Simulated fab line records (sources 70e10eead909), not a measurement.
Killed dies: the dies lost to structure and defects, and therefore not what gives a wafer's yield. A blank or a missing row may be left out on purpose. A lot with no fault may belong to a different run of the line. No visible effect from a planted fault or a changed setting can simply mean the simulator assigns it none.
Which tool was responsible? | flow nand_harc | 45 wafers from 15 lots sampled at 6 of the route's 1159 steps

== WHAT THE GAUGES SHOWED, per wafer ==
NHARC_P_BONDPAD_THK_MEAS_33: measures by ellipsometry.
lot  | measured     | on            | thk_nm (nm)
L774 | day 6 15:15  | film_metro-02 | 204.3 201.4 199.3
L775 | day 6 22:08  | film_metro-02 | 204.1 201.7 200.1
L776 | day 7 02:04  | film_metro-02 | 202.3 198.9 200.0
L777 | day 7 07:44  | film_metro-02 | 200.8 198.7 200.1
L778 | day 7 10:53  | film_metro-02 | 201.7 200.5 203.3
L780 | day 7 13:33  | film_metro-01 | 201.6 200.0 200.3
L779 | day 7 13:49  | film_metro-02 | 201.7 196.8 199.2
L781 | day 8 01:58  | film_metro-01 | 200.1 202.9 198.9
L783 | day 8 18:41  | film_metro-02 | 198.8 200.0 196.5
L784 | day 9 02:44  | film_metro-01 | 201.9 201.7 200.2
L788 | day 9 15:22  | film_metro-02 | 201.8 202.2 201.5
L789 | day 10 11:02 | film_metro-01 | 198.5 198.2 198.2
L791 | day 10 17:59 | film_metro-01 | 199.2 198.5 199.3
L794 | day 11 03:48 | film_metro-02 | 202.7 200.7 200.8
L796 | day 12 00:45 | film_metro-01 | 197.9 198.8 199.1

NHARC_A_SOURCE_PLATE_INSPECT_08.
lot  | measured     | on                | raw_defect_count
L774 | day 7 19:46  | defect_inspect-01 | 73 39 45
L775 | day 8 00:36  | defect_inspect-02 | 92 54 68
L776 | day 8 04:11  | defect_inspect-02 | 62 65 41
L777 | day 8 12:23  | defect_inspect-01 | 108 63 59
L778 | day 8 12:23  | defect_inspect-02 | 60 62 79
L780 | day 8 16:10  | defect_inspect-02 | 90 151 83
L779 | day 8 16:10  | defect_inspect-01 | 36 61 57
L781 | day 9 04:32  | defect_inspect-01 | 74 72 53
L783 | day 9 21:37  | defect_inspect-02 | 71 63 63
L784 | day 10 05:03 | defect_inspect-01 | 47 30 29
L788 | day 10 17:53 | defect_inspect-02 | 48 29 52
L789 | day 11 13:17 | defect_inspect-01 | 41 36 65
L791 | day 11 21:37 | defect_inspect-02 | 36 49 43
L794 | day 12 07:27 | defect_inspect-01 | 38 49 36
L796 | day 13 00:17 | defect_inspect-01 | 78 43 60

NHARC_A_ONON_D1_THK_MEAS_08: measures by ellipsometry.
lot  | measured     | on            | thk_nm (nm)
L774 | day 7 21:31  | film_metro-01 | 996 994 993
L775 | day 8 02:21  | film_metro-01 | 1009 1008 1010
L776 | day 8 05:55  | film_metro-02 | 994 995 996
L777 | day 8 14:05  | film_metro-01 | 1010 1011 1011
L778 | day 8 14:07  | film_metro-02 | 1008 1006 1006
L780 | day 8 17:53  | film_metro-01 | 1011 1011 1012
L779 | day 8 17:53  | film_metro-02 | 998 997 997
L781 | day 9 06:16  | film_metro-01 | 996 996 995
L783 | day 9 23:21  | film_metro-01 | 1000 998 1001
L784 | day 10 06:46 | film_metro-02 | 993 991 993
L788 | day 10 19:36 | film_metro-02 | 1005 1005 1004
L789 | day 11 14:59 | film_metro-01 | 981 980 980
L791 | day 11 23:19 | film_metro-02 | 1536 1536 1537
L794 | day 12 09:10 | film_metro-01 | 1533 1534 1534
L796 | day 13 02:01 | film_metro-02 | 1544 1543 1542

NHARC_END_SORT_01.
lot  | measured     | on        | killed_at_array | killed_at_other | killed_at_periphery | killed_dies | killed_open | killed_short
L791 | day 23 23:44 | prober-02 | 673 672 676     | 2 0 0           | 2 5 1               | 677 677 677 | 6 6 2       | 3 2 3
L794 | day 23 16:56 | prober-01 | 674 675 677     | 0 0 0           | 3 2 0               | 677 677 677 | 5 5 2       | 2 3 2
L796 | day 24 16:11 | prober-02 | 673 672 673     | 0 0 0           | 4 5 4               | 677 677 677 | 3 6 4       | 4 1 3

== TOOL THAT RAN EACH LOT (tool first, then ch and the chambers of the sampled wafers, then the start) ==
lot  | NHARC_P_BONDPAD_ANNEAL_28        | NHARC_A_ONON_D1_DEP_06
L774 | rtp_anneal-01 ch 0, day 6 17:47  | pecvd_onon-02 ch 0, day 7 21:04
L775 | rtp_anneal-02 ch 0, day 7 00:31  | pecvd_onon-02 ch 0, day 8 01:53
L776 | rtp_anneal-02 ch 0, day 7 04:26  | pecvd_onon-01 ch 0, day 8 05:27
L777 | rtp_anneal-01 ch 0, day 7 10:14  | pecvd_onon-02 ch 0, day 8 13:38
L778 | rtp_anneal-01 ch 0, day 7 13:23  | pecvd_onon-03 ch 0, day 8 13:40
L780 | rtp_anneal-01 ch 0, day 7 16:04  | pecvd_onon-01 ch 0, day 8 17:26
L779 | rtp_anneal-02 ch 0, day 7 16:25  | pecvd_onon-03 ch 0, day 8 17:29
L781 | rtp_anneal-01 ch 0, day 8 04:24  | pecvd_onon-02 ch 0, day 9 05:47
L783 | rtp_anneal-01 ch 0, day 8 21:12  | pecvd_onon-02 ch 0, day 9 22:50
L784 | rtp_anneal-01 ch 0, day 9 05:17  | pecvd_onon-03 ch 0, day 10 06:22
L788 | rtp_anneal-02 ch 0, day 9 17:50  | pecvd_onon-02 ch 0, day 10 19:08
L789 | rtp_anneal-01 ch 0, day 10 13:32 | pecvd_onon-01 ch 0, day 11 14:29
L791 | rtp_anneal-02 ch 0, day 10 20:41 | pecvd_onon-01 ch 0, day 11 22:52
L794 | rtp_anneal-02 ch 0, day 11 06:23 | pecvd_onon-01 ch 0, day 12 08:46
L796 | rtp_anneal-02 ch 0, day 12 03:15 | pecvd_onon-01 ch 0, day 13 01:37
- NHARC_P_BONDPAD_ANNEAL_28: time 90 s.
- NHARC_A_ONON_D1_DEP_06: target thk 1000 nm.

== WHAT THE TOOLS THEMSELVES READ (means of the sampled wafers that have a number; where no wafer has one, the mark that the record gives instead) ==
NHARC_P_BONDPAD_ANNEAL_28.
lot  | tool          | wafer_temp_C_max
L774 | rtp_anneal-01 | 226.02
L775 | rtp_anneal-02 | 225.68
L776 | rtp_anneal-02 | 225.82
L777 | rtp_anneal-01 | 225.94
L778 | rtp_anneal-01 | 226.22
L780 | rtp_anneal-01 | 226.33
L779 | rtp_anneal-02 | 225.71
L781 | rtp_anneal-01 | 226.08
L783 | rtp_anneal-01 | 226.18
L784 | rtp_anneal-01 | 225.86
L788 | rtp_anneal-02 | 225.89
L789 | rtp_anneal-01 | 226.02
L791 | rtp_anneal-02 | 225.83
L794 | rtp_anneal-02 | 225.81
L796 | rtp_anneal-02 | 225.85

== THE ANSWER, worked out from the rows above alone ==
Rule: usual is defined by the lots themselves. Put in order of their means at a reading, lots are off if they are a third of the lots or fewer, leave a main group of 4 or more, and stand apart from it by a gap of 3 or more times the standard deviation of the main group's means; of several such gaps the widest counts. The tables above print the reading to a certain number of digits; a main group whose means all agree to those digits is not used. A lot without any number at a reading at which 4 lots or more have one is off too. Where the step has rows for the other lots, those lots are counted as sound. After the gauges, taken in route order, come the tools' own readings; for these a lot's mean is taken, as printed above. The first step at which some lot is off is used, and at that step the reading that is off furthest; a lot without a number counts as furthest.
Off at NHARC_A_ONON_D1_THK_MEAS_08 (thk_nm): L791, L794, L796. For the main group the mean is 1000 nm and the standard deviation 8.7.
A tool fits if, at a process step before that reading, it ran every lot that is off, and no sound lot after the first of them. Those tools and the gauges at NHARC_A_ONON_D1_THK_MEAS_08 are tried in the same way. Can't be told from this: 2 tools fit, rtp_anneal-02 at NHARC_P_BONDPAD_ANNEAL_28, pecvd_onon-01 at NHARC_A_ONON_D1_DEP_06.

== WHAT THE SIMULATOR PUT IN ==
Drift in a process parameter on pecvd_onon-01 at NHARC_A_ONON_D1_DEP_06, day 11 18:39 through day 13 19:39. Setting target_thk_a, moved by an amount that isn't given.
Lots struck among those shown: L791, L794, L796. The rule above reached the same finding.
